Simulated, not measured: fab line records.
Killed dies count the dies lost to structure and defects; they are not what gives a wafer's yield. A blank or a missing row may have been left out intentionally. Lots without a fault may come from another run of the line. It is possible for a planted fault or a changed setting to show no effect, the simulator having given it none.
fab line records    flow nandHarc
[record] lots = 5  wafers = 15  lastDay = 25
route steps=1302 shown THIN_TSV@1262 END@1302
lots untouched by any fault: they come from a run of this same line in which no faults occurred
startH: hours from the record's opening day to when the first of the lot's shown wafers began    waitH: hours from the lot's prior step to this one    " repeats the value in the row above    L1.1+2: one row covering several wafers at once    - no value, or no start given    * or withheld: withheld    < > ~ a bound
route shown NAME@n: a module of which the file shows steps, and the number in the route of the first    usual: the fault-free wafers' mean and standard deviation    same: alike in all rows    chamber/n: place in a boat    sites: each site's reading    _std_site: their standard deviation    _edge_site: inner sites' mean taken away from outer sites' mean    radiusMm: how far each site lies from the wafer's centre    mask NAME#n: copy n    behind: the tool/chamber that last shaped the wafer    hold: reason for holding the lot/hours on hold/outcome of the hold    device: transistor that didn't switch, given as n, p or np    end of line: the route-end tests of the same wafers    step lacking rows: just its recipe    killed: dies that structure and defects cost at the first sort, which is not the same as the wafer's yield    map: a wafer's dies, x killed, . not, _ none there
set.NAME: the run value of the setting; set.NAME@STEP: its run value at that earlier step    model.NAME: the simulator's own value behind a step, which no gauge read
lots seen at some steps along the route; tables by step, rows by wafer
[[steps]]
[step NHARC_THIN_TSV_ETCH_44]
[recipe] targetDepthA = 15942  timeS = 797.1  cf4FlowSccm = 150  o2FlowSccm = 10  arFlowSccm = 0  rfW = 300  biasW = 800  chemistry = CF4/O2
[step NHARC_THIN_TSV_ETCH_15]
[recipe] targetDepthA = 30000  boschTargetOveretchCycles = 2  boschEtchStepS = 2.8  boschDepStepS = 1.2  boschCycles = 14
[step NHARC_THIN_TSV_STRIP_45]
[recipe] powerW = 1500  tempC = 250  chemistry = O2
[step NHARC_THIN_TSV_STRIP_46]
[recipe] timeS = 1200  tempC = 72.5  chemistry = postEtchResidueRemover
[step NHARC_THIN_TSV_DEP_47]
[recipe] targetThkA = 2000  tempC = withheld  pressureTorr = 6.5  rfW = 900  teosFlowSccm = 161.4  flowSccm = 2650  targetThkNm = 200  gas = O2  material = SiO2
[step NHARC_THIN_TSV_ETCHBACK_48]
[recipe] targetDepthA = 10285  overEtchFrac = 0.3  timeS = 405.17  ionEnergyEv = 250  c4f8FlowSccm = withheld  arFlowSccm = withheld  rfW = 600  biasW = 300  chemistry = C4F8/Ar
[step NHARC_THIN_TSV_STRIP_62]
[recipe] powerW = 1500  tempC = 250  timeS = 20  chemistry = N2/H2
[step NHARC_THIN_TSV_DEGAS_49]
[recipe] tempC = 300  timeS = 120
[step NHARC_THIN_TSV_PRE_CLEAN_50]
[recipe] timeS = 30  tempC = 280  gas = H2/He
[step NHARC_THIN_TSV_PVD_19]
[recipe] targetThkA = 200  chamberPressurePa = 5  material = TaN
[step NHARC_THIN_TSV_PVD_51]
[recipe] targetThkA = 1000  chamberPressurePa = 5  material = Cu
[step NHARC_THIN_TSV_ECD_20]
[recipe] targetThkA = 20000  material = Cu
lot.wafer   tool      chamber  startH  waitH
L103.3+4+6  ecdCu-02  0,1,0    563.64  -
L104.1+3+5  ecdCu-01  1,0,0    569.08  -
L105.3+6+5  ecdCu-01  1,0,1    572.45  -
L107.3+6+5  ecdCu-01  1,1,0    587.60  -
L106.1+3+4  ecdCu-01  0,0,1    591.86  -
[step NHARC_THIN_TSV_ANNEAL_52]
[recipe] tempC = 225  timeS = 90
[step NHARC_THIN_TSV_CMP_21]
[recipe] tOverpolishS = 30  targetThkNm = 2000
[step NHARC_THIN_TSV_SRD_23]
[step NHARC_THIN_TSV_DEGAS_53]
[recipe] tempC = 300  timeS = 60
[step NHARC_THIN_TSV_PRE_CLEAN_54]
[recipe] timeS = 30  tempC = 280  gas = H2/He
[step NHARC_THIN_TSV_PVD_55]
[recipe] targetThkA = 500  material = TiN
[step NHARC_THIN_TSV_PVD_24]
[recipe] targetThkA = 8000  powerW = withheld  chamberPressurePa = withheld  substrateTempC = withheld  timeS = withheld  gas = Ar  material = Al
[step NHARC_THIN_TSV_DEHYDRATE_25]
[recipe] tempC = 150  timeS = 120
[step NHARC_THIN_TSV_HMDS_26]
[recipe] timeS = 30
[step NHARC_THIN_TSV_COAT_27]
[recipe] spinRpm = *
[step NHARC_THIN_TSV_SOFTBAKE_28]
[recipe] tempC = 122  timeS = 95
[step NHARC_THIN_TSV_EBR_29]
[step NHARC_THIN_TSV_EXPOSE_30]
[recipe] na = 0.55  doseMj = 11.47  maskId = PAD
[step NHARC_THIN_TSV_PEB_31]
[recipe] pebTempC = 118  pebTimeS = 85
[step NHARC_THIN_TSV_DEVELOP_32]
[recipe] timeS = 70
[step NHARC_THIN_TSV_HARDBAKE_34]
[recipe] tempC = 125  timeS = 80
[step NHARC_THIN_TSV_DESCUM_35]
[recipe] timeS = 3  o2FlowSccm = 200  arFlowSccm = 0  biasPowerW = 0  chemistry = O2
[step NHARC_THIN_TSV_ETCH_59]
[recipe] targetDepthA = 8800  icpW = 900  biasW = 100  Cl2_flow_sccm = 60  bcl3FlowSccm = 30  timeS = 138.1  chemistry = Cl2/BCl3
[step NHARC_THIN_TSV_ETCH_36]
[recipe] targetDepthA = 650  overEtchFrac = 0.3  timeS = 18.571  ionEnergyEv = 150  chemistry = Cl2/BCl3
[step NHARC_THIN_TSV_STRIP_56]
[recipe] powerW = 1500  tempC = 250  chemistry = O2
[step NHARC_THIN_TSV_STRIP_57]
[recipe] timeS = 1200  tempC = 72.5  chemistry = postEtchResidueRemover
[step NHARC_THIN_TSV_ANNEAL_58]
[recipe] tempC = 400  timeS = 1800
[step NHARC_END_SORT_01]
[recipe] tempC = 25
[usual] defectLimitedYield = 93.3/1.5  killedAtArray = 41/10  killedAtOther = 0.8/0.91  killedAtPeriphery = 4.2/2.9  killedDies = 46/10  killedOpen = 3.5/2.1  killedShort = 2.5/1.6  sort_bin_2_pct = 2.4/0.71  sort_bin_3_pct = 0.6/0.33  sort_bin_4_pct = 3.8/0.93  sortNPass = 631/10  sortRimYieldPct = 86/4.5  sortYieldPct = 93.3/1.5
[same] grossDies = 677  sort_bin_5_pct[%] = 0  sort_bin_6_pct[%] = 0  sort_bin_7_pct[%] = 0  sort_bin_8_pct[%] = 0  sortRimNGross = 106.00
lot.wafer  tool       chamber  startH  waitH  defectLimitedYield[%]  killedAtArray  killedAtOther  killedAtPeriphery  killedDies  killedOpen  killedShort  sort_bin_2_pct[%]  sort_bin_3_pct[%]  sort_bin_4_pct[%]  sortNPass  sortRimYieldPct[%]  sortYieldPct[%]
L105.6     prober-02  0        597.36  4.0    0                      25             644            8                  677         7           1            96.8               0.1                3.1                0          0                   0
L107.5     prober-01  0        603.72  3.7    0                      24             651            2                  677         3           3            97.0               0.4                2.5                0          0                   0
L106.1     prober-02  0        603.67  2.5    0                      51             625            1                  677         4           2            95.1               1.0                3.8                0          0                   0
L106.3     prober-02  0        605.26  3.1    0                      64             612            1                  677         4           2            93.9               0.7                5.3                0          0                   0
// killed by level:class
L105.6 THIN_TSV:areaEcd=644 A_CHANNEL_HOLE_D2:chamberFilmFlake=13 P_M0:geometricParticle:open=3 P_BONDPAD:chamberFilmFlake=2 A_CHANNEL_FILL_D2:chamberFilmFlake=2 A_STAIRCASE:chamberFilmFlake=2 A_CONTACT:chamberFilmFlake=2 P_GATE:geometricParticle:open=1
L106.1 THIN_TSV:areaEcd=624 A_SLIT:chamberFilmFlake=18 A_CHANNEL_HOLE_D2:chamberFilmFlake=12 A_CHANNEL_HOLE_D1:chamberFilmFlake=7 A_CONTACT:chamberFilmFlake=4 A_STAIRCASE:chamberFilmFlake=2 P_M0:geometricParticle:open=1 A_ONON_D1:geometricParticle:short=1
L107.5 THIN_TSV:areaEcd=651 A_CHANNEL_HOLE_D2:chamberFilmFlake=7 A_CONTACT:chamberFilmFlake=6 A_BONDPAD:chamberFilmFlake=3 A_STAIRCASE:chamberFilmFlake=2 P_M0:geometricParticle:open=1 A_CHANNEL_FILL_D1:geometricParticle:open=1 A_DECK1_JOINT:geometricParticle:short=1
L106.3 THIN_TSV:areaEcd=612 A_CHANNEL_HOLE_D1:chamberFilmFlake=21 A_CHANNEL_HOLE_D2:chamberFilmFlake=16 A_SLIT:chamberFilmFlake=14 A_CONTACT:chamberFilmFlake=4 A_M0:geometricParticle:open=2 A_DECK1_JOINT:chamberFilmFlake=2 A_ONON_D2:geometricParticle:short=1
// map L105.6 (x killed, . not)
____________x____________
_________xxxxxxx_________
_______xxxxxxxxxxx_______
______xxxxxxxxxxxxx______
_____xxxxxxxxxxxxxxx_____
____xxxxxxxxxxxxxxxxx____
____xxxxxxxxxxxxxxxxx____
___xxxxxxxxxxxxxxxxxxx___
___xxxxxxxxxxxxxxxxxxx___
__xxxxxxxxxxxxxxxxxxxxx__
__xxxxxxxxxxxxxxxxxxxxx__
_xxxxxxxxxxxxxxxxxxxxxxx_
_xxxxxxxxxxxxxxxxxxxxxxx_
_xxxxxxxxxxxxxxxxxxxxxxx_
_xxxxxxxxxxxxxxxxxxxxxxx_
_xxxxxxxxxxxxxxxxxxxxxxx_
xxxxxxxxxxxxxxxxxxxxxxxxx
xxxxxxxxxxxxxxxxxxxxxxxxx
xxxxxxxxxxxxxxxxxxxxxxxxx
xxxxxxxxxxxxxxxxxxxxxxxxx
xxxxxxxxxxxxxxxxxxxxxxxxx
_xxxxxxxxxxxxxxxxxxxxxxx_
_xxxxxxxxxxxxxxxxxxxxxxx_
_xxxxxxxxxxxxxxxxxxxxxxx_
_xxxxxxxxxxxxxxxxxxxxxxx_
_xxxxxxxxxxxxxxxxxxxxxxx_
__xxxxxxxxxxxxxxxxxxxxx__
__xxxxxxxxxxxxxxxxxxxxx__
___xxxxxxxxxxxxxxxxxxx___
___xxxxxxxxxxxxxxxxxxx___
____xxxxxxxxxxxxxxxxx____
____xxxxxxxxxxxxxxxxx____
_____xxxxxxxxxxxxxxx_____
______xxxxxxxxxxxxx______
_______xxxxxxxxxxx_______
_________xxxxxxx_________
____________x____________
// map L106.1 (x killed, . not)
____________x____________
_________xxxxxxx_________
_______xxxxxxxxxxx_______
______xxxxxxxxxxxxx______
_____xxxxxxxxxxxxxxx_____
____xxxxxxxxxxxxxxxxx____
____xxxxxxxxxxxxxxxxx____
___xxxxxxxxxxxxxxxxxxx___
___xxxxxxxxxxxxxxxxxxx___
__xxxxxxxxxxxxxxxxxxxxx__
__xxxxxxxxxxxxxxxxxxxxx__
_xxxxxxxxxxxxxxxxxxxxxxx_
_xxxxxxxxxxxxxxxxxxxxxxx_
_xxxxxxxxxxxxxxxxxxxxxxx_
_xxxxxxxxxxxxxxxxxxxxxxx_
_xxxxxxxxxxxxxxxxxxxxxxx_
xxxxxxxxxxxxxxxxxxxxxxxxx
xxxxxxxxxxxxxxxxxxxxxxxxx
xxxxxxxxxxxxxxxxxxxxxxxxx
xxxxxxxxxxxxxxxxxxxxxxxxx
xxxxxxxxxxxxxxxxxxxxxxxxx
_xxxxxxxxxxxxxxxxxxxxxxx_
_xxxxxxxxxxxxxxxxxxxxxxx_
_xxxxxxxxxxxxxxxxxxxxxxx_
_xxxxxxxxxxxxxxxxxxxxxxx_
_xxxxxxxxxxxxxxxxxxxxxxx_
__xxxxxxxxxxxxxxxxxxxxx__
__xxxxxxxxxxxxxxxxxxxxx__
___xxxxxxxxxxxxxxxxxxx___
___xxxxxxxxxxxxxxxxxxx___
____xxxxxxxxxxxxxxxxx____
____xxxxxxxxxxxxxxxxx____
_____xxxxxxxxxxxxxxx_____
______xxxxxxxxxxxxx______
_______xxxxxxxxxxx_______
_________xxxxxxx_________
____________x____________
[[key]]
[firstSign] step = NHARC_END_SORT_01  reading = killedAtOther  direction = up  sigmas = 99+  usual = 0.8  struck = 633
[effect] step = NHARC_END_SORT_01  reading = sort_bin_2_pct  direction = up  sigmas = 99+  usual = 2.4  struck = 95.7
[moreKillsBornAt] NHARC_THIN_TSV_ECD_20@ecdCu-01 = 2531
metAt NHARC_THIN_TSV_ECD_20
struckWafers L105.6,L106.1,L106.3,L107.5
laterRowsLeftOut L105.6,L106.1,L106.3,L107.5
onsetBetween 569.08 572.45
[fault] kind = processParameterDrift  tool = ecdCu-01  chamber = 0  onsetH = 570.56  steps = NHARC_THIN_TSV_ECD_20  channel = targetThkA  offset = *  shape = step  endH = 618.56  actsIn = *  stated = *
// laterRowsLeftOut: the simulator's readings of these wafers behind a module that went badly wrong aren't trusted and aren't shown, but for the sort
